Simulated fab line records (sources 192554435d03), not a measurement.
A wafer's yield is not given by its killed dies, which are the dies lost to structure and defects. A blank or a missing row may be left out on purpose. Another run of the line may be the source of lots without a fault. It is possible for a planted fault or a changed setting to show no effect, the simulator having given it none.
Which tool did it? || flow n5-finfet || 15 lots, 45 wafers sampled, at 4 steps of a route of 1938

## WHAT THE GAUGES SHOWED, per wafer
Not one reading of a measure or inspect step in the record can be checked against a usual standard deviation.

## WHICH TOOL RAN EACH LOT (tool, then ch and the chambers of the sampled wafers, then the start)
{"lot": "L385", "N5_MOL_CONTACT_COAG_DEVELOP_83": "litho-track-01 ch 0, day 5 01:33", "N5_MOL_CONTACT_COAG_ETCH_89": "rie-diel-01 ch 0,1,3, day 5 01:46", "N5_MOL_CONTACT_COAG_ETCHBACK_132": "rie-diel-03 ch 0,2,3, day 5 02:02", "N5_MOL_CONTACT_COAG_ETCH_91": "rie-diel-03 ch 0,2,3, day 5 02:05"}
{"lot": "L386", "N5_MOL_CONTACT_COAG_DEVELOP_83": "litho-track-03 ch 0, day 5 10:29", "N5_MOL_CONTACT_COAG_ETCH_89": "rie-diel-01 ch 1,3, day 5 10:43", "N5_MOL_CONTACT_COAG_ETCHBACK_132": "rie-diel-03 ch 0,2, day 5 10:59", "N5_MOL_CONTACT_COAG_ETCH_91": "rie-diel-03 ch 0,2, day 5 11:01"}
{"lot": "L388", "N5_MOL_CONTACT_COAG_DEVELOP_83": "litho-track-05 ch 0, day 5 21:52", "N5_MOL_CONTACT_COAG_ETCH_89": "rie-diel-03 ch 0,3, day 5 22:05", "N5_MOL_CONTACT_COAG_ETCHBACK_132": "rie-diel-04 ch 0,1,3, day 5 22:22", "N5_MOL_CONTACT_COAG_ETCH_91": "rie-diel-04 ch 0,1,3, day 5 22:24"}
{"lot": "L390", "N5_MOL_CONTACT_COAG_DEVELOP_83": "litho-track-05 ch 0, day 6 08:07", "N5_MOL_CONTACT_COAG_ETCH_89": "rie-diel-03 ch 0,1,3, day 6 08:30", "N5_MOL_CONTACT_COAG_ETCHBACK_132": "rie-diel-01 ch 0,1,3, day 6 08:46", "N5_MOL_CONTACT_COAG_ETCH_91": "rie-diel-01 ch 0,1,3, day 6 08:48"}
{"lot": "L391", "N5_MOL_CONTACT_COAG_DEVELOP_83": "litho-track-05 ch 0, day 6 19:59", "N5_MOL_CONTACT_COAG_ETCH_89": "rie-diel-03 ch 0,2,3, day 6 20:14", "N5_MOL_CONTACT_COAG_ETCHBACK_132": "rie-diel-04 ch 0,1,2, day 6 20:35", "N5_MOL_CONTACT_COAG_ETCH_91": "rie-diel-04 ch 0,1,2, day 6 20:37"}
{"lot": "L392", "N5_MOL_CONTACT_COAG_DEVELOP_83": "litho-track-03 ch 0, day 6 20:13", "N5_MOL_CONTACT_COAG_ETCH_89": "rie-diel-01 ch 1,2, day 6 20:40", "N5_MOL_CONTACT_COAG_ETCHBACK_132": "rie-diel-03 ch 1,2, day 6 20:56", "N5_MOL_CONTACT_COAG_ETCH_91": "rie-diel-03 ch 1,2, day 6 20:58"}
{"lot": "L393", "N5_MOL_CONTACT_COAG_DEVELOP_83": "litho-track-01 ch 0, day 7 02:35", "N5_MOL_CONTACT_COAG_ETCH_89": "rie-diel-03 ch 1,2,3, day 7 02:48", "N5_MOL_CONTACT_COAG_ETCHBACK_132": "rie-diel-01 ch 0,1,3, day 7 03:16", "N5_MOL_CONTACT_COAG_ETCH_91": "rie-diel-01 ch 0,1,3, day 7 03:17"}
{"lot": "L394", "N5_MOL_CONTACT_COAG_DEVELOP_83": "litho-track-03 ch 0, day 7 10:51", "N5_MOL_CONTACT_COAG_ETCH_89": "rie-diel-03 ch 0,1, day 7 11:04", "N5_MOL_CONTACT_COAG_ETCHBACK_132": "rie-diel-03 ch 0,1,3, day 7 11:20", "N5_MOL_CONTACT_COAG_ETCH_91": "rie-diel-03 ch 0,1,3, day 7 11:23"}
{"lot": "L395", "N5_MOL_CONTACT_COAG_DEVELOP_83": "litho-track-05 ch 0, day 7 16:22", "N5_MOL_CONTACT_COAG_ETCH_89": "rie-diel-03 ch 1,2,3, day 7 16:34", "N5_MOL_CONTACT_COAG_ETCHBACK_132": "rie-diel-03 ch 2,3, day 7 17:30", "N5_MOL_CONTACT_COAG_ETCH_91": "rie-diel-03 ch 2,3, day 7 17:32"}
{"lot": "L397", "N5_MOL_CONTACT_COAG_DEVELOP_83": "litho-track-03 ch 0, day 8 03:10", "N5_MOL_CONTACT_COAG_ETCH_89": "rie-diel-04 ch 0,2, day 8 03:40", "N5_MOL_CONTACT_COAG_ETCHBACK_132": "rie-diel-04 ch 0,2,3, day 8 04:20", "N5_MOL_CONTACT_COAG_ETCH_91": "rie-diel-04 ch 0,2,3, day 8 04:22"}
{"lot": "L398", "N5_MOL_CONTACT_COAG_DEVELOP_83": "litho-track-01 ch 0, day 8 11:03", "N5_MOL_CONTACT_COAG_ETCH_89": "rie-diel-04 ch 0,1,3, day 8 11:31", "N5_MOL_CONTACT_COAG_ETCHBACK_132": "rie-diel-03 ch 1,2, day 8 12:08", "N5_MOL_CONTACT_COAG_ETCH_91": "rie-diel-03 ch 1,2, day 8 12:13"}
{"lot": "L400", "N5_MOL_CONTACT_COAG_DEVELOP_83": "litho-track-01, day 8 20:52", "N5_MOL_CONTACT_COAG_ETCH_89": "rie-diel-01 ch 1,2, day 8 21:31", "N5_MOL_CONTACT_COAG_ETCHBACK_132": "rie-diel-04 ch 1,2, day 8 21:59", "N5_MOL_CONTACT_COAG_ETCH_91": "rie-diel-04 ch 1,2, day 8 22:01"}
{"lot": "L399", "N5_MOL_CONTACT_COAG_DEVELOP_83": "litho-track-01, day 9 00:58", "N5_MOL_CONTACT_COAG_ETCH_89": "rie-diel-01 ch 1,2, day 9 01:46", "N5_MOL_CONTACT_COAG_ETCHBACK_132": "rie-diel-04 ch 0,1, day 9 02:02", "N5_MOL_CONTACT_COAG_ETCH_91": "rie-diel-04 ch 0,1, day 9 02:04"}
{"lot": "L401", "N5_MOL_CONTACT_COAG_DEVELOP_83": "litho-track-01, day 9 04:16", "N5_MOL_CONTACT_COAG_ETCH_89": "rie-diel-01 ch 0,3, day 9 04:33", "N5_MOL_CONTACT_COAG_ETCHBACK_132": "rie-diel-03 ch 0,1, day 9 04:50", "N5_MOL_CONTACT_COAG_ETCH_91": "rie-diel-03 ch 0,1, day 9 04:52"}
{"lot": "L403", "N5_MOL_CONTACT_COAG_DEVELOP_83": "litho-track-01 ch 0, day 9 16:22", "N5_MOL_CONTACT_COAG_ETCH_89": "rie-diel-01 ch 0,2,3, day 9 16:35", "N5_MOL_CONTACT_COAG_ETCHBACK_132": "rie-diel-01 ch 1,2, day 9 16:52", "N5_MOL_CONTACT_COAG_ETCH_91": "rie-diel-01 ch 1,2, day 9 16:53"}
- N5_MOL_CONTACT_COAG_DEVELOP_83: develop time 30 s.
- N5_MOL_CONTACT_COAG_ETCH_89: etches underlayer in N2/H2, target depth 13 nm, time 10.4 s.
- N5_MOL_CONTACT_COAG_ETCHBACK_132: etches SiO2 in CHF3, target depth 10 nm, time 6.7 s.
- N5_MOL_CONTACT_COAG_ETCH_91: etches SOC in N2/H2, target depth 60 nm, overetch 21 nm, time 101.2 s.

## AS READ BY THE TOOLS THEMSELVES (means over the sampled wafers that have a number; for cases with no such wafer, the mark the record gives instead)
N5_MOL_CONTACT_COAG_DEVELOP_83. Usual: chill-plate-temp-C 22.97 C, standard deviation 0.098; exhaust-pa 45.1 Pa, standard deviation 1.
{"lot": "L385", "tool": "litho-track-01", "chill-plate-temp-C (C)": 22.92, "exhaust-pa (Pa)": 44.2, "flag": ""}
{"lot": "L386", "tool": "litho-track-03", "chill-plate-temp-C (C)": 22.99, "exhaust-pa (Pa)": 45.1, "flag": ""}
{"lot": "L388", "tool": "litho-track-05", "chill-plate-temp-C (C)": 23.12, "exhaust-pa (Pa)": 43.8, "flag": ""}
{"lot": "L390", "tool": "litho-track-05", "chill-plate-temp-C (C)": 22.93, "exhaust-pa (Pa)": 44.8, "flag": ""}
{"lot": "L391", "tool": "litho-track-05", "chill-plate-temp-C (C)": 23.01, "exhaust-pa (Pa)": 45.5, "flag": ""}
{"lot": "L392", "tool": "litho-track-03", "chill-plate-temp-C (C)": 23.06, "exhaust-pa (Pa)": 44.7, "flag": ""}
{"lot": "L393", "tool": "litho-track-01", "chill-plate-temp-C (C)": 22.86, "exhaust-pa (Pa)": 45.4, "flag": ""}
{"lot": "L394", "tool": "litho-track-03", "chill-plate-temp-C (C)": 23.02, "exhaust-pa (Pa)": 45.5, "flag": ""}
{"lot": "L395", "tool": "litho-track-05", "chill-plate-temp-C (C)": 22.94, "exhaust-pa (Pa)": 45.5, "flag": ""}
{"lot": "L397", "tool": "litho-track-03", "chill-plate-temp-C (C)": 22.98, "exhaust-pa (Pa)": 46.0, "flag": ""}
{"lot": "L398", "tool": "litho-track-01", "chill-plate-temp-C (C)": 22.97, "exhaust-pa (Pa)": 42.9, "flag": ""}
{"lot": "L400", "tool": "litho-track-01", "chill-plate-temp-C (C)": "-", "exhaust-pa (Pa)": "-", "flag": "OFF"}
{"lot": "L399", "tool": "litho-track-01", "chill-plate-temp-C (C)": "-", "exhaust-pa (Pa)": "-", "flag": "OFF"}
{"lot": "L401", "tool": "litho-track-01", "chill-plate-temp-C (C)": "-", "exhaust-pa (Pa)": "-", "flag": "OFF"}
{"lot": "L403", "tool": "litho-track-01", "chill-plate-temp-C (C)": 23.03, "exhaust-pa (Pa)": 45.7, "flag": ""}

N5_MOL_CONTACT_COAG_ETCH_89. Usual: drypump-motor-current-A 5.6 A, standard deviation 0.51; etch-rf-on-time-s 10.30 s, standard deviation 0.12; oes-product-au 0.72 a.u., standard deviation 0.072; rf-vpp-V 525.4 V, standard deviation 2.9; showerhead-plenum-p-Torr 2.60 Torr, standard deviation 0.1; throttle-valve-pct 17.79 %, standard deviation 0.17.
{"lot": "L385", "tool": "rie-diel-01", "drypump-motor-current-A (A)": 5.7, "etch-rf-on-time-s (s)": 10.30, "oes-product-au (a.u.)": 0.78, "rf-vpp-V (V)": 525.7, "showerhead-plenum-p-Torr (Torr)": 2.59, "throttle-valve-pct (%)": 17.72, "flag": ""}
{"lot": "L386", "tool": "rie-diel-01", "drypump-motor-current-A (A)": 5.5, "etch-rf-on-time-s (s)": 10.42, "oes-product-au (a.u.)": 0.80, "rf-vpp-V (V)": 526.7, "showerhead-plenum-p-Torr (Torr)": 2.64, "throttle-valve-pct (%)": 17.76, "flag": ""}
{"lot": "L388", "tool": "rie-diel-03", "drypump-motor-current-A (A)": 5.3, "etch-rf-on-time-s (s)": 10.34, "oes-product-au (a.u.)": 0.61, "rf-vpp-V (V)": 524.2, "showerhead-plenum-p-Torr (Torr)": 2.54, "throttle-valve-pct (%)": 17.90, "flag": ""}
{"lot": "L390", "tool": "rie-diel-03", "drypump-motor-current-A (A)": 5.6, "etch-rf-on-time-s (s)": 10.28, "oes-product-au (a.u.)": 0.66, "rf-vpp-V (V)": 525.4, "showerhead-plenum-p-Torr (Torr)": 2.61, "throttle-valve-pct (%)": 17.93, "flag": ""}
{"lot": "L391", "tool": "rie-diel-03", "drypump-motor-current-A (A)": 5.2, "etch-rf-on-time-s (s)": 10.35, "oes-product-au (a.u.)": 0.61, "rf-vpp-V (V)": 523.5, "showerhead-plenum-p-Torr (Torr)": 2.52, "throttle-valve-pct (%)": 18.01, "flag": ""}
{"lot": "L392", "tool": "rie-diel-01", "drypump-motor-current-A (A)": 5.2, "etch-rf-on-time-s (s)": 10.35, "oes-product-au (a.u.)": 0.79, "rf-vpp-V (V)": 527.7, "showerhead-plenum-p-Torr (Torr)": 2.71, "throttle-valve-pct (%)": 17.69, "flag": ""}
{"lot": "L393", "tool": "rie-diel-03", "drypump-motor-current-A (A)": 5.6, "etch-rf-on-time-s (s)": 10.31, "oes-product-au (a.u.)": 0.67, "rf-vpp-V (V)": 525.6, "showerhead-plenum-p-Torr (Torr)": 2.59, "throttle-valve-pct (%)": 18.03, "flag": ""}
{"lot": "L394", "tool": "rie-diel-03", "drypump-motor-current-A (A)": 5.8, "etch-rf-on-time-s (s)": 10.28, "oes-product-au (a.u.)": 0.64, "rf-vpp-V (V)": 524.9, "showerhead-plenum-p-Torr (Torr)": 2.56, "throttle-valve-pct (%)": 17.79, "flag": ""}
{"lot": "L395", "tool": "rie-diel-03", "drypump-motor-current-A (A)": 5.5, "etch-rf-on-time-s (s)": 10.34, "oes-product-au (a.u.)": 0.67, "rf-vpp-V (V)": 524.8, "showerhead-plenum-p-Torr (Torr)": 2.58, "throttle-valve-pct (%)": 18.04, "flag": ""}
{"lot": "L397", "tool": "rie-diel-04", "drypump-motor-current-A (A)": 5.8, "etch-rf-on-time-s (s)": 10.29, "oes-product-au (a.u.)": 0.72, "rf-vpp-V (V)": 523.7, "showerhead-plenum-p-Torr (Torr)": 2.54, "throttle-valve-pct (%)": 17.63, "flag": ""}
{"lot": "L398", "tool": "rie-diel-04", "drypump-motor-current-A (A)": 5.5, "etch-rf-on-time-s (s)": 10.44, "oes-product-au (a.u.)": 0.70, "rf-vpp-V (V)": 524.2, "showerhead-plenum-p-Torr (Torr)": 2.53, "throttle-valve-pct (%)": 17.82, "flag": ""}
{"lot": "L400", "tool": "rie-diel-01", "drypump-motor-current-A (A)": 5.2, "etch-rf-on-time-s (s)": 10.30, "oes-product-au (a.u.)": 0.77, "rf-vpp-V (V)": 527.6, "showerhead-plenum-p-Torr (Torr)": 2.70, "throttle-valve-pct (%)": 17.72, "flag": ""}
{"lot": "L399", "tool": "rie-diel-01", "drypump-motor-current-A (A)": 5.2, "etch-rf-on-time-s (s)": 10.20, "oes-product-au (a.u.)": 0.76, "rf-vpp-V (V)": 527.8, "showerhead-plenum-p-Torr (Torr)": 2.70, "throttle-valve-pct (%)": 17.73, "flag": ""}
{"lot": "L401", "tool": "rie-diel-01", "drypump-motor-current-A (A)": 6.0, "etch-rf-on-time-s (s)": 10.35, "oes-product-au (a.u.)": 0.70, "rf-vpp-V (V)": 522.7, "showerhead-plenum-p-Torr (Torr)": 2.53, "throttle-valve-pct (%)": 17.74, "flag": ""}
{"lot": "L403", "tool": "rie-diel-01", "drypump-motor-current-A (A)": 5.8, "etch-rf-on-time-s (s)": 10.32, "oes-product-au (a.u.)": 0.72, "rf-vpp-V (V)": 525.3, "showerhead-plenum-p-Torr (Torr)": 2.58, "throttle-valve-pct (%)": 17.74, "flag": ""}

N5_MOL_CONTACT_COAG_ETCHBACK_132. Usual: CHF3_flow_sccm 50.00 sccm, standard deviation 0.16; drypump-motor-current-A 5.6 A, standard deviation 0.53; mfc-ar-sccm 200.0 sccm, standard deviation 0.58; oes-product-au 0.83 a.u., standard deviation 0.09; rf-vpp-V 525 V, standard deviation 5.9; showerhead-plenum-p-Torr 2.41 Torr, standard deviation 0.094; throttle-valve-pct 18.66 %, standard deviation 0.2.
{"lot": "L385", "tool": "rie-diel-03", "CHF3_flow_sccm (sccm)": 50.12, "drypump-motor-current-A (A)": 5.2, "mfc-ar-sccm (sccm)": 200.5, "oes-product-au (a.u.)": 0.72, "rf-vpp-V (V)": 523, "showerhead-plenum-p-Torr (Torr)": 2.36, "throttle-valve-pct (%)": 18.83, "flag": ""}
{"lot": "L386", "tool": "rie-diel-03", "CHF3_flow_sccm (sccm)": 50.13, "drypump-motor-current-A (A)": 5.4, "mfc-ar-sccm (sccm)": 199.9, "oes-product-au (a.u.)": 0.71, "rf-vpp-V (V)": 522, "showerhead-plenum-p-Torr (Torr)": 2.32, "throttle-valve-pct (%)": 18.73, "flag": ""}
{"lot": "L388", "tool": "rie-diel-04", "CHF3_flow_sccm (sccm)": 50.05, "drypump-motor-current-A (A)": 5.4, "mfc-ar-sccm (sccm)": 200.5, "oes-product-au (a.u.)": 0.86, "rf-vpp-V (V)": 528, "showerhead-plenum-p-Torr (Torr)": 2.37, "throttle-valve-pct (%)": 18.62, "flag": ""}
{"lot": "L390", "tool": "rie-diel-01", "CHF3_flow_sccm (sccm)": 50.09, "drypump-motor-current-A (A)": 5.7, "mfc-ar-sccm (sccm)": 200.0, "oes-product-au (a.u.)": 0.89, "rf-vpp-V (V)": 526, "showerhead-plenum-p-Torr (Torr)": 2.42, "throttle-valve-pct (%)": 18.64, "flag": ""}
{"lot": "L391", "tool": "rie-diel-04", "CHF3_flow_sccm (sccm)": 49.91, "drypump-motor-current-A (A)": 5.5, "mfc-ar-sccm (sccm)": 200.0, "oes-product-au (a.u.)": 0.89, "rf-vpp-V (V)": 527, "showerhead-plenum-p-Torr (Torr)": 2.42, "throttle-valve-pct (%)": 18.45, "flag": ""}
{"lot": "L392", "tool": "rie-diel-03", "CHF3_flow_sccm (sccm)": 49.84, "drypump-motor-current-A (A)": 6.1, "mfc-ar-sccm (sccm)": 199.8, "oes-product-au (a.u.)": 0.84, "rf-vpp-V (V)": 527, "showerhead-plenum-p-Torr (Torr)": 2.44, "throttle-valve-pct (%)": 18.70, "flag": ""}
{"lot": "L393", "tool": "rie-diel-01", "CHF3_flow_sccm (sccm)": 49.85, "drypump-motor-current-A (A)": 5.7, "mfc-ar-sccm (sccm)": 200.2, "oes-product-au (a.u.)": 0.87, "rf-vpp-V (V)": 525, "showerhead-plenum-p-Torr (Torr)": 2.42, "throttle-valve-pct (%)": 18.63, "flag": ""}
{"lot": "L394", "tool": "rie-diel-03", "CHF3_flow_sccm (sccm)": 49.89, "drypump-motor-current-A (A)": 5.6, "mfc-ar-sccm (sccm)": 199.9, "oes-product-au (a.u.)": 0.76, "rf-vpp-V (V)": 526, "showerhead-plenum-p-Torr (Torr)": 2.44, "throttle-valve-pct (%)": 18.78, "flag": ""}
{"lot": "L395", "tool": "rie-diel-03", "CHF3_flow_sccm (sccm)": 50.15, "drypump-motor-current-A (A)": 5.0, "mfc-ar-sccm (sccm)": 200.4, "oes-product-au (a.u.)": 0.72, "rf-vpp-V (V)": 525, "showerhead-plenum-p-Torr (Torr)": 2.40, "throttle-valve-pct (%)": 18.95, "flag": ""}
{"lot": "L397", "tool": "rie-diel-04", "CHF3_flow_sccm (sccm)": 49.93, "drypump-motor-current-A (A)": 5.8, "mfc-ar-sccm (sccm)": 199.9, "oes-product-au (a.u.)": 0.79, "rf-vpp-V (V)": 524, "showerhead-plenum-p-Torr (Torr)": 2.33, "throttle-valve-pct (%)": 18.72, "flag": ""}
{"lot": "L398", "tool": "rie-diel-03", "CHF3_flow_sccm (sccm)": 50.13, "drypump-motor-current-A (A)": 5.7, "mfc-ar-sccm (sccm)": 199.7, "oes-product-au (a.u.)": 0.77, "rf-vpp-V (V)": 523, "showerhead-plenum-p-Torr (Torr)": 2.35, "throttle-valve-pct (%)": 18.79, "flag": ""}
{"lot": "L400", "tool": "rie-diel-04", "CHF3_flow_sccm (sccm)": 49.89, "drypump-motor-current-A (A)": 5.4, "mfc-ar-sccm (sccm)": 199.8, "oes-product-au (a.u.)": 0.85, "rf-vpp-V (V)": 524, "showerhead-plenum-p-Torr (Torr)": 2.48, "throttle-valve-pct (%)": 18.38, "flag": ""}
{"lot": "L399", "tool": "rie-diel-04", "CHF3_flow_sccm (sccm)": 49.90, "drypump-motor-current-A (A)": 5.2, "mfc-ar-sccm (sccm)": 200.3, "oes-product-au (a.u.)": 0.88, "rf-vpp-V (V)": 533, "showerhead-plenum-p-Torr (Torr)": 2.39, "throttle-valve-pct (%)": 18.51, "flag": ""}
{"lot": "L401", "tool": "rie-diel-03", "CHF3_flow_sccm (sccm)": 49.96, "drypump-motor-current-A (A)": 5.8, "mfc-ar-sccm (sccm)": 200.2, "oes-product-au (a.u.)": 0.94, "rf-vpp-V (V)": 525, "showerhead-plenum-p-Torr (Torr)": 2.39, "throttle-valve-pct (%)": 18.45, "flag": ""}
{"lot": "L403", "tool": "rie-diel-01", "CHF3_flow_sccm (sccm)": 50.12, "drypump-motor-current-A (A)": 5.2, "mfc-ar-sccm (sccm)": 199.9, "oes-product-au (a.u.)": 0.87, "rf-vpp-V (V)": 532, "showerhead-plenum-p-Torr (Torr)": 2.52, "throttle-valve-pct (%)": 18.64, "flag": ""}

N5_MOL_CONTACT_COAG_ETCH_91. Usual: drypump-motor-current-A 5.6 A, standard deviation 0.53; oes-product-au 0.69 a.u., standard deviation 0.072; rf-vpp-V 525 V, standard deviation 3.1; showerhead-plenum-p-Torr 2.57 Torr, standard deviation 0.11; temp-c 40.01 C, standard deviation 0.12; throttle-valve-pct 17.77 %, standard deviation 0.22.
{"lot": "L385", "tool": "rie-diel-03", "drypump-motor-current-A (A)": 5.2, "oes-product-au (a.u.)": 0.61, "rf-vpp-V (V)": 523, "showerhead-plenum-p-Torr (Torr)": 2.52, "temp-c (C)": 39.89, "throttle-valve-pct (%)": 17.94, "flag": ""}
{"lot": "L386", "tool": "rie-diel-03", "drypump-motor-current-A (A)": 5.4, "oes-product-au (a.u.)": 0.59, "rf-vpp-V (V)": 523, "showerhead-plenum-p-Torr (Torr)": 2.48, "temp-c (C)": 40.13, "throttle-valve-pct (%)": 17.82, "flag": ""}
{"lot": "L388", "tool": "rie-diel-04", "drypump-motor-current-A (A)": 5.5, "oes-product-au (a.u.)": 0.73, "rf-vpp-V (V)": 524, "showerhead-plenum-p-Torr (Torr)": 2.54, "temp-c (C)": 40.02, "throttle-valve-pct (%)": 17.75, "flag": ""}
{"lot": "L390", "tool": "rie-diel-01", "drypump-motor-current-A (A)": 5.7, "oes-product-au (a.u.)": 0.74, "rf-vpp-V (V)": 525, "showerhead-plenum-p-Torr (Torr)": 2.59, "temp-c (C)": 39.98, "throttle-valve-pct (%)": 17.69, "flag": ""}
{"lot": "L391", "tool": "rie-diel-04", "drypump-motor-current-A (A)": 5.5, "oes-product-au (a.u.)": 0.75, "rf-vpp-V (V)": 526, "showerhead-plenum-p-Torr (Torr)": 2.59, "temp-c (C)": 40.13, "throttle-valve-pct (%)": 17.58, "flag": ""}
{"lot": "L392", "tool": "rie-diel-03", "drypump-motor-current-A (A)": 6.1, "oes-product-au (a.u.)": 0.70, "rf-vpp-V (V)": 526, "showerhead-plenum-p-Torr (Torr)": 2.62, "temp-c (C)": 39.98, "throttle-valve-pct (%)": 17.86, "flag": ""}
{"lot": "L393", "tool": "rie-diel-01", "drypump-motor-current-A (A)": 5.7, "oes-product-au (a.u.)": 0.74, "rf-vpp-V (V)": 525, "showerhead-plenum-p-Torr (Torr)": 2.59, "temp-c (C)": 40.05, "throttle-valve-pct (%)": 17.71, "flag": ""}
{"lot": "L394", "tool": "rie-diel-03", "drypump-motor-current-A (A)": 5.6, "oes-product-au (a.u.)": 0.64, "rf-vpp-V (V)": 525, "showerhead-plenum-p-Torr (Torr)": 2.61, "temp-c (C)": 40.07, "throttle-valve-pct (%)": 17.91, "flag": ""}
{"lot": "L395", "tool": "rie-diel-03", "drypump-motor-current-A (A)": 5.0, "oes-product-au (a.u.)": 0.60, "rf-vpp-V (V)": 524, "showerhead-plenum-p-Torr (Torr)": 2.56, "temp-c (C)": 40.02, "throttle-valve-pct (%)": 18.12, "flag": ""}
{"lot": "L397", "tool": "rie-diel-04", "drypump-motor-current-A (A)": 5.8, "oes-product-au (a.u.)": 0.67, "rf-vpp-V (V)": 522, "showerhead-plenum-p-Torr (Torr)": 2.48, "temp-c (C)": 40.06, "throttle-valve-pct (%)": 17.77, "flag": ""}
{"lot": "L398", "tool": "rie-diel-03", "drypump-motor-current-A (A)": 5.7, "oes-product-au (a.u.)": 0.64, "rf-vpp-V (V)": 523, "showerhead-plenum-p-Torr (Torr)": 2.52, "temp-c (C)": 39.83, "throttle-valve-pct (%)": 17.96, "flag": ""}
{"lot": "L400", "tool": "rie-diel-04", "drypump-motor-current-A (A)": 5.4, "oes-product-au (a.u.)": 0.72, "rf-vpp-V (V)": 526, "showerhead-plenum-p-Torr (Torr)": 2.66, "temp-c (C)": 39.98, "throttle-valve-pct (%)": 17.57, "flag": ""}
{"lot": "L399", "tool": "rie-diel-04", "drypump-motor-current-A (A)": 5.3, "oes-product-au (a.u.)": 0.73, "rf-vpp-V (V)": 524, "showerhead-plenum-p-Torr (Torr)": 2.56, "temp-c (C)": 39.94, "throttle-valve-pct (%)": 17.67, "flag": ""}
{"lot": "L401", "tool": "rie-diel-03", "drypump-motor-current-A (A)": 5.8, "oes-product-au (a.u.)": 0.78, "rf-vpp-V (V)": 523, "showerhead-plenum-p-Torr (Torr)": 2.56, "temp-c (C)": 40.06, "throttle-valve-pct (%)": 17.52, "flag": ""}
{"lot": "L403", "tool": "rie-diel-01", "drypump-motor-current-A (A)": 5.2, "oes-product-au (a.u.)": 0.73, "rf-vpp-V (V)": 528, "showerhead-plenum-p-Torr (Torr)": 2.70, "temp-c (C)": 40.01, "throttle-valve-pct (%)": 17.71, "flag": ""}

## THE ANSWER, worked out from the rows above alone
Rule: take the mean of a lot's wafers that have a number; if it is more than 3 standard deviations from the usual mean, the lot is off. A lot without any number at a reading at which 4 lots or more have one is off too. Where the step has rows for the other lots, those lots are counted as sound. The gauges are gone through in route order, then the tools' own readings, and for those a lot's mean is taken as printed above. The first step at which some lot is off is used, and at that step the reading that is off furthest; a lot without a number counts as furthest.
Off, at N5_MOL_CONTACT_COAG_DEVELOP_83 on chill-plate-temp-C: L400, L399, L401. Without a number there: L400, L399, L401.
If a tool, at that step or one of the process steps before it, ran each lot that is off and ran no sound lot following the first of them, it fits. Of those tried, none fits.

## WHAT THE SIMULATOR HAD INSERTED
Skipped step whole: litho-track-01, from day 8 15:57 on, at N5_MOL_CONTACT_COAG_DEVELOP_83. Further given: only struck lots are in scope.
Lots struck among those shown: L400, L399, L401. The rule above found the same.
